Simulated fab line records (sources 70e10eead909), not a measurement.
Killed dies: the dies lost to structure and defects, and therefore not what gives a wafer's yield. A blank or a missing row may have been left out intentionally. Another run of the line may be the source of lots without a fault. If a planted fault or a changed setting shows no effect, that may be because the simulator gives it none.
fab line records	flow nand-harc
record: lots: 5	wafers: 15	last-day: 34
route steps=1302 shown P_CONTACT@217 END@1302
lots that met no fault: from a run of the same line without faults
start-h: the number of hours between the record's first day and the start of the first shown wafer of the lot	wait-h: time in hours since the lot's previous step	" the same as in the row above	L1.1+2: a single row standing in for several wafers	- value missing, or start not given	* or withheld: withheld	< > ~ a bound
route shown NAME@n: NAME is a module with steps in the file, n the number in the route of the first one	usual: mean and standard deviation over wafers with no fault	same: alike in all rows	chamber/n: place in a boat	sites: readings site by site	_std_site: the values' standard deviation	_edge_site: outer sites' mean less inner sites'	radius-mm: how far each site lies from the wafer's centre	mask NAME#n: copy n	behind: tool/chamber where the wafer was last shaped	hold: the reason the lot was held/the length of the hold in hours/how it ended	device: the transistor (n, p or np) that didn't switch	end of line: the tests these same wafers got at the end of their route	a step without rows: its recipe alone	killed: count of dies lost to structure and defects at first sort (not the wafer's yield)	map: per-die view of a wafer (x killed, . not killed, _ where there is no die)
set.NAME: the setting that was run; set.NAME@STEP: the one run at that earlier step	model.NAME: the simulator's own value behind a step, which no gauge read
certain route steps with their lots: each step a table, each wafer a row
services: when a tool's chamber went out of use (start-h, in hours from the record's first day, below 0 if earlier), for how many hours, and the reason
== steps ==
step: NHARC_P_CONTACT_DEP_30
recipe: target-thk-a: 300	temp-c: 400	target-thk-nm: 30	flow-sccm: 200	rf-w: 450	material: SiNx
usual: heater-power-w: 692/95
lot.wafer	tool	chamber	start-h	wait-h	heater-power-w
L879.1	pecvd-01	1	163.62	0.1	774
L879.6	"	2	"	"	772
L879.5	"	0	"	"	711
L882.3	pecvd-01	2	196.07	0.3	696
L882.2	"	0	"	"	630
L882.6	"	2	"	"	710
L889.3	pecvd-01	1	278.09	0.1	641
L889.2	"	0	"	"	733
L889.4	"	0	"	"	725
L893.3	pecvd-01	1	302.18	0.1	770
L893.1	"	2	"	"	719
L893.4	"	0	"	"	695
L895.2	pecvd-01	0	332.93	0.1	729
L895.3	"	1	"	"	665
L895.5	"	0	"	"	704
step: NHARC_P_CONTACT_DEP_00
recipe: target-thk-a: 5000	temp-c: 400	pressure-torr: 6.5	rf-w: 900	teos-flow-sccm: 161.4	flow-sccm: 2650	target-thk-nm: 500	gas: O2	material: SiO2
usual: chamber-pressure-Torr: 6.498/0.014	heater-power-w: 534/97	throttle-valve-pct: 15.9/0.55
lot.wafer	tool	chamber	start-h	wait-h	chamber-pressure-Torr	heater-power-w	throttle-valve-pct
L879.1	pecvd-01	1	-	-	6.469	611	16.8
L879.6	"	2	"	"	6.490	617	15.4
L879.5	"	0	"	"	6.476	435	15.7
L882.3	pecvd-01	2	-	-	6.481	538	15.9
L882.2	"	0	"	"	6.501	557	16.0
L882.6	"	2	"	"	6.498	566	15.8
L889.3	pecvd-01	1	-	-	6.511	534	16.8
L889.2	"	0	"	"	6.495	537	16.1
L889.4	"	0	"	"	6.485	548	15.7
L893.3	pecvd-01	1	-	-	6.487	527	16.6
L893.1	"	2	"	"	6.508	633	15.7
L893.4	"	0	"	"	6.499	522	16.2
L895.2	pecvd-01	0	-	-	6.518	570	15.4
L895.3	"	1	"	"	6.541	579	16.9
L895.5	"	0	"	"	6.494	586	15.3
step: NHARC_P_CONTACT_CMP_01
recipe: target-thk-nm: 200	material: SiO2
usual: motor-current-A: 12.0/1.2	retaining-ring-pressure-frac: 1.000/0.0051
lot.wafer	tool	chamber	start-h	wait-h	motor-current-A	retaining-ring-pressure-frac
L879.1	cmp-02	1	164.24	-	13.7	0.999
L879.5	"	1	"	"	14.3	0.999
L879.6	"	2	"	"	11.1	1.001
L882.3	cmp-03	0	196.78	-	11.6	0.995
L882.2	"	1	"	"	12.4	1.005
L882.6	"	1	"	"	12.7	0.997
L889.2	cmp-02	3	278.80	-	11.7	1.000
L889.4	"	0	"	"	11.8	1.002
L889.3	"	1	"	"	13.8	1.003
L893.4	cmp-03	1	302.85	-	12.6	1.007
L893.3	"	2	"	"	10.6	1.001
L893.1	"	0	"	"	11.4	0.988
L895.3	cmp-03	3	333.64	-	12.1	0.986
L895.2	"	2	"	"	11.7	0.999
L895.5	"	3	"	"	12.1	0.996
step: NHARC_P_CONTACT_SRD_03
step: NHARC_P_CONTACT_DEHYDRATE_04
recipe: temp-c: 150	time-s: 120
step: NHARC_P_CONTACT_HMDS_05
recipe: time-s: 30
step: NHARC_P_CONTACT_COAT_33
recipe: temp-c: 260	time-s: 75
step: NHARC_P_CONTACT_COAT_34
recipe: temp-c: 225	time-s: 65
step: NHARC_P_CONTACT_COAT_06
recipe: spin-rpm: 1500	resist-thk-nm: 90
step: NHARC_P_CONTACT_SOFTBAKE_07
recipe: temp-c: 105	time-s: 55
step: NHARC_P_CONTACT_EBR_08
step: NHARC_P_CONTACT_EXPOSE_09
recipe: na: 1.35	target-cd-nm: 90	dose-mj: 81.26	mask-id: P_CA
lot.wafer	tool	chamber	start-h	wait-h	mask
L879.1+5+6	arfi-scanner-02	0	164.81	-	P_CA#0
L882.2+3+6	arfi-scanner-02	0	197.48	-	P_CA_R1#0
L889.2+3+4	arfi-scanner-02	0	279.49	-	P_CA#0
L893.1+3+4	arfi-scanner-02	0	303.57	-	P_CA#0
L895.2+3+5	arfi-scanner-02	0	334.33	-	P_CA#0
step: NHARC_P_CONTACT_PEB_10
recipe: peb-temp-c: 100	peb-time-s: 65
step: NHARC_P_CONTACT_DEVELOP_11
recipe: develop-time-s: 35	dev-temp-c: 23
step: NHARC_P_CONTACT_CD_MEAS_12
recipe: target-cd-nm: 90	landing-energy-ev: 500
usual: cd-nm: 89.6/0.81
same: landing-energy-ev: 500
lot.wafer	tool	chamber	start-h	wait-h	hold	cd-nm
L879.1	cd-sem-03	0	164.95	-	-	87.5
L879.5	"	0	"	"	-	88.6
L879.6	"	0	"	"	-	88.5
L882.2	cd-sem-01	0	197.62	-	await-dispo/0.2h/release	81.1
L882.3	"	0	"	"	await-dispo/0.2h/release	81.2
L882.6	"	0	"	"	await-dispo/0.2h/release	82.9
L882.2	cd-sem-01	0	-	-	-	81.1
L882.3	"	0	"	"	-	81.0
L882.6	"	0	"	"	-	82.8
L889.2	cd-sem-03	0	279.63	-	-	89.7
L889.3	"	0	"	"	-	90.4
L889.4	"	0	"	"	-	90.2
L893.1	cd-sem-02	0	303.71	-	-	89.8
L893.3	"	0	"	"	-	90.6
L893.4	"	0	"	"	-	89.2
L895.2	cd-sem-02	0	334.47	-	-	90.6
L895.3	"	0	"	"	-	89.3
L895.5	"	0	"	"	-	90.5
step: NHARC_P_CONTACT_OVL_MEAS_13
usual: overlay-x-nm: -0.2/0.94	overlay-y-nm: -0.1/0.94
lot.wafer	tool	chamber	start-h	wait-h	hold	overlay-x-nm	overlay-y-nm
L879.1	overlay-01	-	165.04	-	-	-1.4	0.2
L879.5	"	-	"	"	-	-1.3	-0.3
L879.6	"	-	"	"	-	-1.2	-0.5
L882.2	overlay-02	-	198.83	-	await-dispo/0.9h/release	0.0	0.2
L882.3	"	-	"	"	await-dispo/0.9h/release	-0.3	-0.3
L882.6	"	-	"	"	await-dispo/0.9h/release	-0.1	0.0
L889.2	overlay-01	-	279.72	-	-	-0.9	1.6
L889.3	"	-	"	"	-	-1.3	1.5
L889.4	"	-	"	"	-	-1.0	1.1
L893.1	overlay-01	-	303.80	-	-	1.9	-0.7
L893.3	"	-	"	"	-	1.5	-0.4
L893.4	"	-	"	"	-	1.5	-0.7
L895.2	overlay-02	-	334.55	-	-	-1.1	1.5
L895.3	"	-	"	"	-	-1.2	1.7
L895.5	"	-	"	"	-	-1.0	1.2
step: NHARC_P_CONTACT_INSPECT_14
usual: raw-defect-count: 3.8/2.5
lot.wafer	tool	chamber	start-h	wait-h	raw-defect-count
L879.1	defect-inspect-01	-	165.07	0.0	8
L879.5	"	-	"	"	5
L879.6	"	-	"	"	10
L882.2	defect-inspect-02	-	198.87	0.0	7
L882.3	"	-	"	"	4
L882.6	"	-	"	"	1
L889.2	defect-inspect-01	-	279.76	0.0	6
L889.3	"	-	"	"	4
L889.4	"	-	"	"	8
L893.1	defect-inspect-02	-	303.83	0.0	2
L893.3	"	-	"	"	3
L893.4	"	-	"	"	5
L895.2	defect-inspect-01	-	334.59	0.0	8
L895.3	"	-	"	"	4
L895.5	"	-	"	"	4
step: NHARC_P_CONTACT_DESCUM_17
recipe: time-s: 3	o2-flow-sccm: 200	ar-flow-sccm: 0	bias-power-w: 0	chemistry: O2
usual: drypump-motor-current-A: 5.6/0.44	oes-product-au: 1.004/0.012	rf-vpp-V: 57.8/0.89	showerhead-plenum-p-Torr: 1.93/0.075	throttle-valve-pct: 11.311/0.0097
lot.wafer	tool	chamber	start-h	wait-h	drypump-motor-current-A	oes-product-au	rf-hours-counter-h	rf-vpp-V	showerhead-plenum-p-Torr	throttle-valve-pct	model.P_CONTACT.cd-nm
L879.1	rie-diel-04	0	165.16	0.1	4.9	1.013	5.6	57.3	1.88	11.318	87.93
L879.6	"	1	"	"	5.9	1.002	-	57.2	2.04	11.299	87.62
L879.5	"	2	"	"	5.4	1.001	-	59.6	2.05	11.309	88.54
L882.3	rie-diel-01	0	198.93	0.1	5.5	1.019	3.8	58.0	2.05	11.304	80.82
L882.2	"	1	"	"	5.1	1.010	3.9	56.9	1.87	11.313	80.79
L882.6	"	0	"	"	5.5	1.024	-	58.7	2.05	11.306	82.08
L889.4	rie-diel-04	0	279.82	0.1	4.9	1.020	3.2	59.1	1.88	11.329	91
L889.3	"	2	"	"	5.4	0.993	3.2	58.4	2.05	11.313	90.86
L889.2	"	3	"	"	5.5	0.995	3.1	56.8	1.88	11.314	89.75
L893.4	rie-diel-04	2	303.89	0.1	5.4	0.985	4.8	59.0	2.05	11.292	89.6
L893.3	"	3	"	"	5.5	1.009	4.8	57.5	1.88	11.311	90.42
L893.1	"	1	"	"	5.9	0.991	4.1	58.3	2.04	11.319	89.91
L895.2	rie-diel-04	2	334.66	0.1	5.4	0.983	6.8	58.2	2.05	11.312	90.9
L895.3	"	0	"	"	4.9	1.021	6.3	56.2	1.88	11.314	89.89
L895.5	"	2	"	"	5.4	0.986	-	57.2	2.05	11.307	91.08
step: NHARC_P_CONTACT_ETCH_35
recipe: target-depth-a: 390	over-etch-frac: 0.3	time-s: 65	ion-energy-ev: 80	cf4-flow-sccm: 150	ar-flow-sccm: 0	rf-w: 300	bias-w: 100	chemistry: CF4
usual: drypump-motor-current-A: 5.6/0.44	oes-product-au: 1.005/0.012	rf-vpp-V: 151.4/1.1	showerhead-plenum-p-Torr: 1.78/0.064	throttle-valve-pct: 13.284/0.0095
same: over-etch-frac: 0.3
lot.wafer	tool	chamber	start-h	wait-h	drypump-motor-current-A	oes-product-au	rf-hours-counter-h	rf-vpp-V	showerhead-plenum-p-Torr	throttle-valve-pct
L879.1	rie-diel-04	3	165.23	0.1	5.5	1.001	9.9	150.4	1.74	13.295
L879.5	"	1	"	"	5.9	1.015	-	152.6	1.88	13.284
L879.6	"	2	"	"	5.4	0.999	-	152.4	1.89	13.286
L882.3	rie-diel-01	1	199.01	0.1	5.1	1.014	3.9	151.7	1.73	13.289
L882.2	"	3	"	"	6.2	0.989	3.5	151.9	1.79	13.274
L882.6	"	1	"	"	5.1	1.018	-	150.6	1.73	13.279
L889.4	rie-diel-04	3	279.90	0.1	5.4	0.993	3.1	151.0	1.74	13.265
L889.3	"	0	"	"	4.9	1.020	3.2	151.2	1.74	13.288
L889.2	"	1	"	"	5.9	0.989	3.3	152.6	1.88	13.284
L893.1	rie-diel-04	1	303.98	0.1	5.9	0.997	4.1	152.3	1.87	13.275
L893.4	"	2	"	"	5.4	0.997	4.8	151.7	1.88	13.293
L893.3	"	0	"	"	4.9	1.032	4.7	150.5	1.74	13.291
L895.3	rie-diel-04	3	334.74	0.1	5.4	0.999	6.3	151.3	1.74	13.290
L895.2	"	1	"	"	5.8	0.990	6.3	153.9	1.87	13.289
L895.5	"	0	"	"	4.9	1.019	-	151.6	1.74	13.280
step: NHARC_P_CONTACT_ETCH_36
recipe: target-depth-a: 2600	over-etch-frac: 0.25	time-s: 406.25	ion-energy-ev: 200	n2-flow-sccm: 150	h2-flow-sccm: 150	ar-flow-sccm: 0	rf-w: 400	bias-w: 150	chemistry: N2/H2
step: NHARC_P_CONTACT_ETCH_18
recipe: target-depth-a: 4810	time-s: 240.5	c4f8-flow-sccm: 20	o2-flow-sccm: 10	ar-flow-sccm: withheld	rf-w: 600	bias-w: 1500	chemistry: C4F8/O2/Ar
usual: oes-product-au: 0.961/0.02	rf-vpp-V: 979/5.1
lot.wafer	tool	chamber	start-h	wait-h	oes-product-au	rf-hours-counter-h	rf-vpp-V
L879.1	rie-diel-04	2	-	-	0.954	9.9	988
L879.5	"	2	"	"	0.966	-	988
L879.6	"	3	"	"	0.954	-	977
L882.2	rie-diel-01	0	-	-	0.987	3.9	987
L882.3	"	3	"	"	0.983	3.7	980
L882.6	"	1	"	"	0.968	-	975
L889.3	rie-diel-04	3	-	-	0.976	3.3	976
L889.4	"	0	"	"	0.980	3.5	977
L889.2	"	1	"	"	0.948	3.5	987
L893.3	rie-diel-04	0	-	-	0.997	4.8	976
L893.1	"	1	"	"	0.967	4.4	987
L893.4	"	2	"	"	0.960	5.1	987
L895.3	rie-diel-04	3	-	-	0.942	6.5	976
L895.2	"	0	"	"	0.966	6.6	975
L895.5	"	2	"	"	0.928	-	987
step: NHARC_P_CONTACT_STRIP_37
recipe: c4f8-flow-sccm: withheld	o2-flow-sccm: 8	ar-flow-sccm: withheld	bias-w: 0	chemistry: C4F8/O2/Ar
step: NHARC_P_CONTACT_ETCH_31
recipe: target-depth-a: 300	time-s: 85.7	ion-energy-ev: 120	over-etch-frac: 1	ch3f-flow-sccm: 50	o2-flow-sccm: 30	ar-flow-sccm: 200	rf-w: 500	bias-w: 100	chemistry: CH3F/O2
usual: ch3f-flow-sccm: 50.02/0.15	drypump-motor-current-A: 5.6/0.43	oes-product-au: 0.982/0.015	rf-vpp-V: 244.7/1.6	showerhead-plenum-p-Torr: 2.48/0.093	throttle-valve-pct: 20.663/0.0097
same: over-etch-frac: 1
lot.wafer	tool	chamber	start-h	wait-h	ch3f-flow-sccm	drypump-motor-current-A	oes-product-au	rf-hours-counter-h	rf-vpp-V	showerhead-plenum-p-Torr	throttle-valve-pct	model.P_CONTACT.cd-nm
L879.1	rie-diel-04	0	-	-	50.30	4.9	0.992	5.9	241.8	2.42	20.672	90.11
L879.5	"	1	"	"	49.78	5.9	0.969	-	245.4	2.61	20.664	89.47
L879.6	"	2	"	"	49.99	5.4	0.976	-	246.3	2.63	20.664	88.15
L882.3	rie-diel-01	0	-	-	49.79	5.5	0.990	4.1	246.8	2.62	20.669	80.55
L882.2	"	2	"	"	50.21	6.1	0.972	4.3	244.7	2.44	20.666	82.26
L882.6	"	0	"	"	49.87	5.5	1.004	-	248.0	2.62	20.659	83.12
L889.2	rie-diel-04	2	-	-	50.10	5.4	0.988	3.4	246.1	2.63	20.648	90.74
L889.3	"	0	"	"	49.81	4.9	0.996	3.5	243.2	2.41	20.672	91.39
L889.4	"	1	"	"	50.12	5.9	0.966	3.6	246.2	2.61	20.663	90.92
L893.4	rie-diel-04	1	-	-	50.33	5.9	0.972	4.5	245.4	2.61	20.673	87.81
L893.1	"	2	"	"	49.97	5.4	0.963	5.1	247.4	2.63	20.669	91.15
L893.3	"	3	"	"	49.85	5.5	0.985	5.0	244.1	2.41	20.657	89.71
L895.2	rie-diel-04	1	-	-	50.06	5.9	0.956	6.6	246.2	2.61	20.649	90.08
L895.3	"	3	"	"	49.91	5.5	0.979	6.6	243.1	2.41	20.675	87.98
L895.5	"	0	"	"	49.98	4.9	0.995	-	244.1	2.41	20.665	91.01
step: NHARC_P_CONTACT_CD_MEAS_19
usual: cd-nm: 90.0/1.8
lot.wafer	tool	chamber	start-h	wait-h	hold	cd-nm
L879.1	cd-sem-01	-	166.00	-	-	89.9
L879.5	"	-	"	"	-	89.4
L879.6	"	-	"	"	-	88.3
L882.2	cd-sem-01	-	199.80	-	await-dispo/0.2h/release	82.0
L882.3	"	-	"	"	await-dispo/0.2h/release	80.5
L882.6	"	-	"	"	await-dispo/0.2h/release	83.3
L882.2	cd-sem-01	-	199.99	0.2	-	82.2
L882.3	"	-	"	"	-	80.6
L882.6	"	-	"	"	-	83.2
L889.2	cd-sem-01	-	280.69	-	-	90.9
L889.3	"	-	"	"	-	91.0
L889.4	"	-	"	"	-	90.9
L893.1	cd-sem-01	-	304.76	-	-	91.3
L893.3	"	-	"	"	-	89.8
L893.4	"	-	"	"	-	87.5
L895.2	cd-sem-01	-	335.53	-	-	90.3
L895.3	"	-	"	"	-	87.8
L895.5	"	-	"	"	-	90.8
step: NHARC_END_SORT_01
recipe: temp-c: 25
usual: killed-at-array: 63/27	killed-at-other: 0.7/1.2	killed-at-periphery: 3.1/2	killed-dies: 67/28	killed-open: 3.0/1.9	killed-short: 2.2/1.5
same: gross-dies: 677
lot.wafer	tool	chamber	start-h	wait-h	killed-at-array	killed-at-other	killed-at-periphery	killed-dies	killed-open	killed-short
L882.2	prober-02	0	645.13	2.8	132	2	6	140	5	3
killed by level:class
L882.2 A_SLIT:chamber-film-flake=38 A_CHANNEL_HOLE_D2:chamber-film-flake=34 A_CHANNEL_HOLE_D1:chamber-film-flake=33 A_STAIRCASE:chamber-film-flake=11 A_CONTACT:chamber-film-flake=8 A_DECK1_JOINT:geometric-particle:open=2 P_ZERO_WELL:chamber-film-flake=2 P_STI:geometric-particle:short=1
== services ==
tool	chamber	start-h	hours	kind
arfi-scanner-02	-	140.00	4.0	pm
pecvd-01	-	142.27	0.2	repair
rie-diel-01	0	150.16	2.4	repair
cmp-03	-	155.41	0.3	repair
cmp-03	-	162.00	4.0	pm
rie-diel-04	-	177.90	9.0	pm
cmp-03	-	200.19	1.8	repair
rie-diel-01	-	203.80	9.0	pm
cmp-03	-	216.74	0.5	repair
cmp-03	-	246.86	1.6	repair
rie-diel-04	1	251.05	5.3	repair
rie-diel-01	1	257.47	9.6	repair
rie-diel-01	3	258.48	7.2	repair
cmp-03	-	260.00	4.0	pm
rie-diel-04	-	278.39	0.8	repair
cmp-03	-	289.72	1.9	repair
rie-diel-04	1	292.88	6.1	repair
arfi-scanner-02	-	295.60	2.3	repair
rie-diel-01	0	301.58	3.9	repair
rie-diel-01	1	302.73	5.7	repair
arfi-scanner-02	-	304.88	0.8	repair
cmp-03	-	310.92	3.1	repair
pecvd-01	-	311.38	13.0	pm
arfi-scanner-02	-	312.00	4.0	pm
== key ==
first-sign: step: NHARC_P_CONTACT_EXPOSE_09	reading: mask	direction: changed
effect: step: NHARC_P_CONTACT_CD_MEAS_12	reading: visit	direction: added
effect: step: NHARC_P_CONTACT_CD_MEAS_12	reading: cd-nm	direction: down	sigmas: 9.8	usual: 89.6	struck: 81.7
effect: step: NHARC_P_CONTACT_CD_MEAS_19	reading: visit	direction: added
model-effect: step: NHARC_P_CONTACT_DESCUM_17	value: P_CONTACT.cd-nm	without: 87.64	struck: 81.23
model-effect: step: NHARC_P_CONTACT_ETCH_31	value: P_CONTACT.cd-nm	without: 88.38	struck: 81.98
met-at NHARC_P_CONTACT_EXPOSE_09
struck-wafers L882.2,L882.3,L882.6
tester-left-out L882
onset-between 164.81 197.48
fault: kind: wrong-mask	tool: any	chamber: -	onset-h: 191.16	steps: NHARC_P_CONTACT_EXPOSE_09	aux-copy: P_CA_R1#0	cd-offset-nm: -6.397	scope: struck-lots-only
tester-left-out: of these lots the tester's yield and bins aren't shown, on N5 and GAA mostly nor the transistor test; their killed dies are dies lost to structure and defects alone, not to doping, threshold or leakage, so they don't give the yield
